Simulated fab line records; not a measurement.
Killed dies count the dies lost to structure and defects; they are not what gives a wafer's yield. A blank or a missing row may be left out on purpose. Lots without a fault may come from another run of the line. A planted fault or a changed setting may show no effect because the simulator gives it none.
fab line records	flow nand-harc	part 1 of 2: steps 1 to 4 of 6
record lots=23	wafers=69	last-day=34
route steps=1302 shown P_CONTACT@233 P_M0@266
lots with no fault: from the same line, run without faults
start-h: hours from the record's opening day to when the first of the lot's shown wafers began	wait-h: time in hours since the lot's previous step	" repeats the value in the row above	L1.1+2: a row that stands for several wafers	- no value, or no start was given	* or withheld: withheld	< > ~ a bound
route shown NAME@n: NAME is a module with steps in the file, n the number in the route of the first one	usual: average and standard deviation across the fault-free wafers	same: alike in all rows	chamber/n: place in a boat	sites: per-site readings	_std_site: standard deviation of those values	_edge_site: mean of outer sites minus mean of inner sites	radius-mm: for every site, how far away it sits from the centre of the wafer	mask NAME#n: copy n	behind: the most recent tool/chamber to have shaped the wafer	hold: cause of the lot's hold/its duration in hours/its outcome	device: the transistor (n, p or np) that didn't switch	end of line: tests run on the same wafers once the route is complete	a step with no rows: only its recipe	killed: dies lost to structure and defects at the first sort, not the wafer's yield	map: a wafer's dies, x killed, . not, _ none there
set.NAME: the setting that was run; set.NAME@STEP: the one run at that earlier step	model.NAME: the simulator's own value behind a step, which no gauge read
a sample of lots followed through the steps of the route, with each step as a table and each wafer as a row
services: when a tool's chamber went out of use (start-h, in hours from the record's first day, below 0 if earlier), for how many hours, and the reason
## steps
# step NHARC_P_CONTACT_OVL_MEAS_13
# usual overlay-x-nm=0.2/0.69	overlay-y-nm=-0.2/0.88
lot.wafer	tool	chamber	start-h	wait-h	overlay-x-nm	overlay-y-nm
L074.3	overlay-02	-	131.01	-	2.1	0.4
L074.4	"	-	"	"	1.9	0.7
L074.5	"	-	"	"	2.1	0.6
L075.2	overlay-02	-	131.66	-	-0.1	-0.6
L075.3	"	-	"	"	0.0	-1.2
L075.5	"	-	"	"	0.4	-1.0
L076.1	overlay-01	-	132.56	-	0.2	-0.4
L076.2	"	-	"	"	0.8	-0.2
L076.5	"	-	"	"	0.4	0.0
L077.2	overlay-01	-	146.95	-	-1.2	0.4
L077.4	"	-	"	"	-1.0	0.2
L077.6	"	-	"	"	-1.7	0.2
L078.1	overlay-02	-	157.23	-	0.5	-0.8
L078.2	"	-	"	"	0.7	-1.6
L078.4	"	-	"	"	0.4	-1.3
L079.2	overlay-02	-	171.93	-	-0.3	0.8
L079.5	"	-	"	"	-0.2	0.9
L079.6	"	-	"	"	0.1	1.6
L080.1	overlay-01	-	174.47	-	0.2	-0.7
L080.2	"	-	"	"	0.1	-1.3
L080.4	"	-	"	"	0.3	-0.5
L081.1	overlay-02	-	195.31	-	0.8	-1.5
L081.2	"	-	"	"	0.0	-1.2
L081.4	"	-	"	"	0.0	-1.5
L082.1	overlay-01	-	203.67	-	-0.1	-0.7
L082.5	"	-	"	"	0.6	-0.5
L082.6	"	-	"	"	0.6	-0.6
L084.1	overlay-02	-	208.73	-	0.1	1.0
L084.3	"	-	"	"	-0.1	0.4
L084.5	"	-	"	"	-0.2	0.7
L083.1	overlay-01	-	208.96	-	-0.3	-1.2
L083.3	"	-	"	"	0.4	-0.5
L083.4	"	-	"	"	0.5	-0.7
L085.3	overlay-02	-	225.02	-	0.8	-0.4
L085.4	"	-	"	"	0.2	-0.3
L085.5	"	-	"	"	0.8	-0.5
L086.1	overlay-01	-	234.15	-	1.3	0.7
L086.5	"	-	"	"	1.0	-0.2
L086.6	"	-	"	"	0.5	1.1
L088.1	overlay-01	-	261.19	-	-0.1	-0.5
L088.4	"	-	"	"	-0.3	-0.8
L088.6	"	-	"	"	-0.2	-1.0
L089.2	overlay-01	-	262.23	-	0.8	1.0
L089.3	"	-	"	"	0.8	0.9
L089.6	"	-	"	"	0.4	1.3
L087.1	overlay-01	-	263.55	-	-0.2	-1.2
L087.4	"	-	"	"	-0.3	-1.4
L087.6	"	-	"	"	0.3	-1.1
L091.1	overlay-01	-	284.36	-	0.5	0.2
L091.2	"	-	"	"	0.4	-0.5
L091.3	"	-	"	"	0.4	0.0
L092.3	overlay-01	-	296.66	-	1.3	0.9
L092.4	"	-	"	"	1.1	1.1
L092.6	"	-	"	"	0.9	0.8
L093.2	overlay-02	-	302.61	-	-0.8	-1.4
L093.4	"	-	"	"	-0.3	-1.6
L093.5	"	-	"	"	-0.8	-0.7
L094.1	overlay-01	-	315.26	-	0.7	0.3
L094.3	"	-	"	"	1.2	0.7
L094.4	"	-	"	"	0.7	0.2
L095.3	overlay-01	-	329.88	-	-0.2	0.2
L095.4	"	-	"	"	-0.5	0.3
L095.6	"	-	"	"	-0.2	0.7
L096.1	overlay-01	-	335.16	-	-0.4	1.1
L096.3	"	-	"	"	-0.4	0.3
L096.6	"	-	"	"	-1.0	1.1
L097.1	overlay-01	-	343.55	-	0.1	0.4
L097.2	"	-	"	"	-0.3	0.1
L097.5	"	-	"	"	-0.1	-0.4
# step NHARC_P_CONTACT_ETCH_36
# recipe target-depth-a=2600	over-etch-frac=0.25	time-s=406.25	ion-energy-ev=200	n2-flow-sccm=150	h2-flow-sccm=150	ar-flow-sccm=0	rf-w=400	bias-w=150	chemistry=N2/H2
# usual drypump-motor-current-A=5.8/0.48	h2-flow-sccm=150.1/0.46	oes-product-au=1.001/0.0093	rf-fwd-power-W=399.3/1.3	rf-vpp-V=431.7/2.5	showerhead-plenum-p-Torr=2.08/0.085	throttle-valve-pct=14.170/0.0085
lot.wafer	tool	chamber	start-h	wait-h	drypump-motor-current-A	h2-flow-sccm	oes-product-au	rf-fwd-power-W	rf-hours-counter-h	rf-vpp-V	showerhead-plenum-p-Torr	throttle-valve-pct
L074.4	rie-diel-13	3	-	-	5.7	150.6	1.014	398.5	5.6	425.3	1.89	14.160
L074.3	"	0	"	"	6.3	149.5	1.012	399.1	6.1	434.3	2.16	14.183
L074.5	"	3	"	"	5.7	150.0	1.024	399.8	-	426.3	1.89	14.166
L075.3	rie-diel-09	0	-	-	6.1	150.0	0.994	400.9	4.3	433.3	2.20	14.174
L075.2	"	3	"	"	6.1	149.2	0.998	397.3	4.1	431.8	2.09	14.177
L075.5	"	0	"	"	6.1	149.1	1.001	400.9	-	434.8	2.20	14.179
L076.1	rie-diel-09	3	-	-	6.1	149.4	1.008	397.8	4.3	432.0	2.09	14.163
L076.2	"	1	"	"	6.3	150.6	1.013	399.9	4.3	431.9	2.06	14.160
L076.5	"	3	"	"	6.1	149.3	1.005	400.6	-	432.7	2.09	14.151
L077.2	rie-diel-13	3	-	-	5.7	149.3	1.012	399.0	6.1	425.3	1.89	14.178
L077.4	"	1	"	"	4.9	150.0	0.992	398.8	6.8	431.4	2.08	14.167
L077.6	"	2	"	"	5.0	149.7	0.990	397.6	-	433.4	2.18	14.171
L078.4	rie-diel-02	0	-	-	5.5	150.4	0.990	397.5	2.2	431.5	2.07	14.182
L078.1	"	1	"	"	5.3	150.3	1.005	400.3	2.3	433.9	2.19	14.166
L078.2	"	2	"	"	5.6	150.3	1.003	398.6	2.3	432.1	2.13	14.165
L079.2	rie-diel-02	0	-	-	5.5	149.3	0.998	396.8	2.8	431.1	2.07	14.164
L079.5	"	1	"	"	5.3	149.7	1.007	399.4	-	434.8	2.19	14.175
L079.6	"	2	"	"	5.6	150.0	1.003	399.0	-	433.9	2.13	14.171
L080.2	rie-diel-02	2	-	-	5.6	149.8	1.017	398.3	3.1	434.5	2.13	14.167
L080.4	"	3	"	"	5.8	150.2	1.011	399.2	3.0	430.6	2.02	14.165
L080.1	"	1	"	"	5.3	150.1	0.996	398.5	3.2	433.3	2.19	14.152
L081.4	rie-diel-13	1	-	-	4.9	150.4	1.031	398.9	1.5	430.7	2.08	14.169
L081.2	"	2	"	"	5.0	149.3	0.999	400.8	1.4	435.4	2.18	14.174
L081.1	"	3	"	"	5.7	149.7	1.014	397.9	1.1	425.5	1.89	14.165
L082.1	rie-diel-09	3	-	-	6.1	150.5	1.001	396.1	0.9	431.7	2.09	14.176
L082.5	"	2	"	"	5.1	149.5	0.997	399.7	-	427.3	1.97	14.170
L082.6	"	3	"	"	6.1	150.0	0.999	396.8	-	431.6	2.09	14.170
L084.1	rie-diel-02	2	-	-	5.6	150.4	0.997	399.1	4.1	433.0	2.13	14.171
L084.3	"	0	"	"	5.5	150.7	1.000	397.0	3.9	432.3	2.07	14.172
L084.5	"	2	"	"	5.6	150.7	1.014	397.9	-	433.6	2.13	14.178
L083.1	rie-diel-09	2	-	-	5.1	149.3	0.988	399.3	1.4	429.3	1.97	14.168
L083.4	"	3	"	"	6.1	149.8	1.010	399.6	1.3	432.3	2.09	14.173
L083.3	"	0	"	"	6.1	150.4	0.989	400.8	1.2	434.9	2.20	14.156
L085.4	rie-diel-13	3	-	-	5.7	149.8	1.009	396.2	2.6	425.5	1.89	14.186
L085.3	"	0	"	"	6.3	150.7	0.982	398.1	2.9	434.4	2.15	14.179
L085.5	"	2	"	"	5.0	149.3	0.995	399.5	-	433.6	2.18	14.180
L086.1	rie-diel-09	0	-	-	6.1	149.8	0.997	397.9	1.7	435.0	2.20	14.160
L086.6	"	0	"	"	6.1	150.2	1.004	397.5	-	435.8	2.20	14.172
L086.5	"	1	"	"	6.3	150.6	0.998	399.8	-	431.1	2.05	14.170
L088.1	rie-diel-09	1	-	-	6.3	150.2	0.997	398.9	2.8	430.8	2.05	14.166
L088.4	"	2	"	"	5.1	150.2	1.013	398.3	2.3	429.1	1.97	14.163
L088.6	"	0	"	"	6.1	149.2	0.997	401.0	-	435.1	2.20	14.171
L089.2	rie-diel-02	1	-	-	5.3	150.6	1.005	400.8	0.8	435.2	2.19	14.173
L089.3	"	2	"	"	5.6	150.7	0.999	398.3	0.8	433.8	2.13	14.160
L089.6	"	0	"	"	5.5	149.5	1.000	397.2	-	432.3	2.07	14.178
L087.1	rie-diel-09	3	-	-	6.1	149.4	1.007	399.8	2.9	432.6	2.09	14.167
L087.4	"	1	"	"	6.3	150.2	0.988	398.8	3.2	430.3	2.05	14.164
L087.6	"	2	"	"	5.1	150.6	1.011	399.9	-	428.2	1.97	14.175
L091.2	rie-diel-09	0	-	-	6.1	149.8	1.003	400.4	4.0	435.5	2.20	14.166
L091.3	"	1	"	"	6.2	149.8	0.990	399.8	4.3	431.8	2.05	14.162
L091.1	"	3	"	"	6.1	150.3	1.003	400.3	3.8	432.5	2.09	14.165
L092.3	rie-diel-09	2	-	-	5.1	149.9	1.010	400.7	4.2	429.6	1.97	14.175
L092.4	"	3	"	"	6.1	150.0	1.004	401.0	-	431.1	2.09	14.171
L092.6	"	2	"	"	5.1	149.6	1.011	400.0	-	428.9	1.97	14.171
L093.4	rie-diel-09	3	-	-	6.1	150.0	1.004	398.6	4.9	432.8	2.09	14.168
L093.2	"	0	"	"	6.1	150.1	1.012	399.5	4.8	434.4	2.20	14.168
L093.5	"	2	"	"	5.1	151.1	1.000	402.7	-	427.9	1.97	14.178
L094.1	rie-diel-09	2	-	-	5.1	149.5	0.993	400.4	5.5	429.4	1.97	14.172
L094.3	"	0	"	"	6.1	149.8	0.996	399.2	5.2	433.7	2.20	14.171
L094.4	"	1	"	"	6.3	150.5	0.997	401.2	6.1	430.9	2.05	14.171
L095.3	rie-diel-09	1	-	-	6.3	149.5	0.996	399.6	0.1	431.2	2.05	14.166
L095.4	"	2	"	"	5.1	150.6	1.008	398.4	0.1	428.2	1.97	14.162
L095.6	"	0	"	"	6.1	150.7	1.007	401.2	-	433.8	2.20	14.166
L096.1	rie-diel-09	3	-	-	6.1	150.4	0.977	399.3	0.5	432.7	2.09	14.163
L096.3	"	1	"	"	6.3	150.0	1.002	399.7	0.4	431.0	2.05	14.168
L096.6	"	2	"	"	5.1	150.9	1.001	397.1	-	428.5	1.97	14.160
L097.2	rie-diel-09	1	-	-	6.4	149.8	1.001	399.1	0.8	430.9	2.05	14.169
L097.1	"	2	"	"	5.1	150.3	0.998	398.8	1.0	429.1	1.97	14.169
L097.5	"	2	"	"	5.1	149.8	0.990	398.9	-	430.1	1.97	14.167
# step NHARC_P_CONTACT_CD_MEAS_19
# usual cd-nm=89.1/1.6
lot.wafer	tool	chamber	start-h	wait-h	cd-nm
L074.3	cd-sem-03	-	131.98	-	89.0
L074.4	"	-	"	"	89.8
L074.5	"	-	"	"	87.0
L075.2	cd-sem-03	-	132.64	-	88.0
L075.3	"	-	"	"	89.1
L075.5	"	-	"	"	89.0
L076.1	cd-sem-01	-	133.52	-	88.7
L076.2	"	-	"	"	90.2
L076.5	"	-	"	"	88.4
L077.2	cd-sem-03	-	147.92	-	89.2
L077.4	"	-	"	"	89.5
L077.6	"	-	"	"	89.5
L078.1	cd-sem-01	-	158.20	-	88.0
L078.2	"	-	"	"	90.3
L078.4	"	-	"	"	90.8
L079.2	cd-sem-01	-	172.91	-	87.7
L079.5	"	-	"	"	86.8
L079.6	"	-	"	"	89.3
L080.1	cd-sem-02	-	175.44	-	87.6
L080.2	"	-	"	"	90.8
L080.4	"	-	"	"	86.8
L081.1	cd-sem-02	-	196.28	-	86.6
L081.2	"	-	"	"	88.7
L081.4	"	-	"	"	84.5
L082.1	cd-sem-02	-	204.64	-	89.8
L082.5	"	-	"	"	91.1
L082.6	"	-	"	"	91.3
L084.1	cd-sem-02	-	209.70	-	89.6
L084.3	"	-	"	"	90.8
L084.5	"	-	"	"	89.2
L083.1	cd-sem-01	-	209.99	-	92.9
L083.3	"	-	"	"	89.2
L083.4	"	-	"	"	91.3
L085.3	cd-sem-03	-	226.00	-	89.2
L085.4	"	-	"	"	87.9
L085.5	"	-	"	"	88.0
L086.1	cd-sem-03	-	235.12	-	89.5
L086.5	"	-	"	"	88.7
L086.6	"	-	"	"	90.6
L088.1	cd-sem-02	-	262.16	-	88.5
L088.4	"	-	"	"	90.5
L088.6	"	-	"	"	91.0
L089.2	cd-sem-03	-	263.20	-	90.9
L089.3	"	-	"	"	89.0
L089.6	"	-	"	"	90.1
L087.1	cd-sem-02	-	264.56	-	88.2
L087.4	"	-	"	"	87.9
L087.6	"	-	"	"	87.2
L091.1	cd-sem-01	-	285.33	-	87.3
L091.2	"	-	"	"	89.6
L091.3	"	-	"	"	87.5
L092.3	cd-sem-01	-	297.76	-	88.6
L092.4	"	-	"	"	90.3
L092.6	"	-	"	"	89.6
L093.2	cd-sem-02	-	303.58	-	88.4
L093.4	"	-	"	"	87.5
L093.5	"	-	"	"	87.8
L094.1	cd-sem-01	-	316.23	-	92.4
L094.3	"	-	"	"	89.0
L094.4	"	-	"	"	89.0
L095.3	cd-sem-02	-	330.85	-	86.0
L095.4	"	-	"	"	89.1
L095.6	"	-	"	"	92.1
L096.1	cd-sem-01	-	336.13	-	89.9
L096.3	"	-	"	"	85.8
L096.6	"	-	"	"	90.7
L097.1	cd-sem-02	-	344.52	-	88.1
L097.2	"	-	"	"	85.7
L097.5	"	-	"	"	91.0
# step NHARC_P_CONTACT_CMP_24
# recipe t-overpolish-s=30	target-thk-nm=200
# usual motor-current-A=11.8/0.99	overpolish-run-s=29.999/0.0093	time-to-endpoint-s=40/3
lot.wafer	tool	chamber	start-h	wait-h	motor-current-A	overpolish-run-s	time-to-endpoint-s
L074.3	cmp-01	0	133.78	0.4	13.8	30.001	38
L074.4	"	2	"	"	11.7	29.996	35
L074.5	"	1	"	"	12.2	29.981	37
L075.2	cmp-04	3	134.44	0.6	12.0	29.983	41
L075.3	"	1	"	"	11.2	29.996	39
L075.5	"	3	"	"	12.2	29.999	41
L076.2	cmp-02	2	135.54	0.5	10.8	30.006	39
L076.1	"	3	"	"	12.7	29.999	42
L076.5	"	2	"	"	10.2	30.006	38
L077.2	cmp-01	1	149.75	0.5	12.1	30.012	43
L077.4	"	2	"	"	11.3	29.998	40
L077.6	"	1	"	"	12.4	30.006	42
L078.2	cmp-04	0	160.00	0.6	12.9	30.007	38
L078.4	"	2	"	"	11.7	30.001	42
L078.1	"	3	"	"	12.0	29.992	47
L079.2	cmp-01	3	174.86	0.5	9.4	30.004	38
L079.5	"	3	"	"	10.3	30.005	39
L079.6	"	0	"	"	13.0	30.001	43
L080.1	cmp-04	3	177.26	0.6	12.6	30.006	41
L080.4	"	0	"	"	12.3	29.993	37
L080.2	"	1	"	"	11.0	29.999	39
L081.2	cmp-02	1	198.13	0.5	12.2	29.983	41
L081.4	"	2	"	"	10.1	29.999	37
L081.1	"	3	"	"	12.0	30.004	39
L082.1	cmp-01	2	206.58	0.6	12.1	29.995	34
L082.6	"	3	"	"	10.3	30.007	34
L082.5	"	0	"	"	13.9	29.995	36
L084.1	cmp-01	3	211.49	0.5	10.5	30.008	37
L084.3	"	0	"	"	13.5	29.996	36
L084.5	"	3	"	"	10.2	30.009	36
L083.1	cmp-02	0	211.79	0.5	11.1	29.993	40
L083.4	"	2	"	"	10.1	29.984	41
L083.3	"	3	"	"	12.8	29.996	39
L085.4	cmp-01	3	227.80	0.4	10.4	29.989	38
L085.3	"	0	"	"	14.0	29.998	41
L085.5	"	3	"	"	9.9	29.988	39
L086.1	cmp-02	3	236.98	0.5	12.7	29.996	39
L086.5	"	2	"	"	10.2	29.989	37
L086.6	"	3	"	"	12.3	29.987	40
L088.4	cmp-01	0	263.97	0.4	13.9	30.012	41
L088.1	"	3	"	"	10.5	29.999	43
L088.6	"	1	"	"	12.6	29.998	40
L089.2	cmp-04	0	265.06	0.5	12.9	29.998	39
L089.3	"	1	"	"	11.3	30.008	41
L089.6	"	3	"	"	11.7	30.004	45
L087.1	cmp-04	3	266.41	0.5	12.4	29.999	46
L087.4	"	0	"	"	12.1	30.008	38
L087.6	"	3	"	"	12.5	29.988	46
L091.1	cmp-02	0	287.15	0.5	11.8	29.994	42
L091.2	"	1	"	"	12.2	29.996	38
L091.3	"	2	"	"	10.6	30.006	41
L092.4	cmp-04	3	299.54	0.4	11.5	30.005	42
L092.3	"	2	"	"	11.0	30.005	37
L092.6	"	3	"	"	13.0	29.986	43
L093.4	cmp-02	3	305.40	0.4	12.7	29.977	39
L093.2	"	1	"	"	12.4	30.003	36
L093.5	"	0	"	"	11.4	30.000	40
L094.1	cmp-04	1	318.06	0.5	11.0	30.012	42
L094.4	"	2	"	"	11.6	30.000	38
L094.3	"	0	"	"	12.1	30.011	37
L095.3	cmp-01	0	332.66	0.3	13.4	30.002	38
L095.4	"	2	"	"	11.6	30.000	34
L095.6	"	0	"	"	13.4	30.006	37
L096.1	cmp-02	0	338.09	0.6	11.4	30.001	41
L096.3	"	1	"	"	12.8	29.993	37
L096.6	"	2	"	"	10.9	29.994	39
L097.1	cmp-02	1	346.34	0.5	11.6	30.011	41
L097.2	"	2	"	"	10.5	30.009	40
L097.5	"	1	"	"	12.3	29.996	44
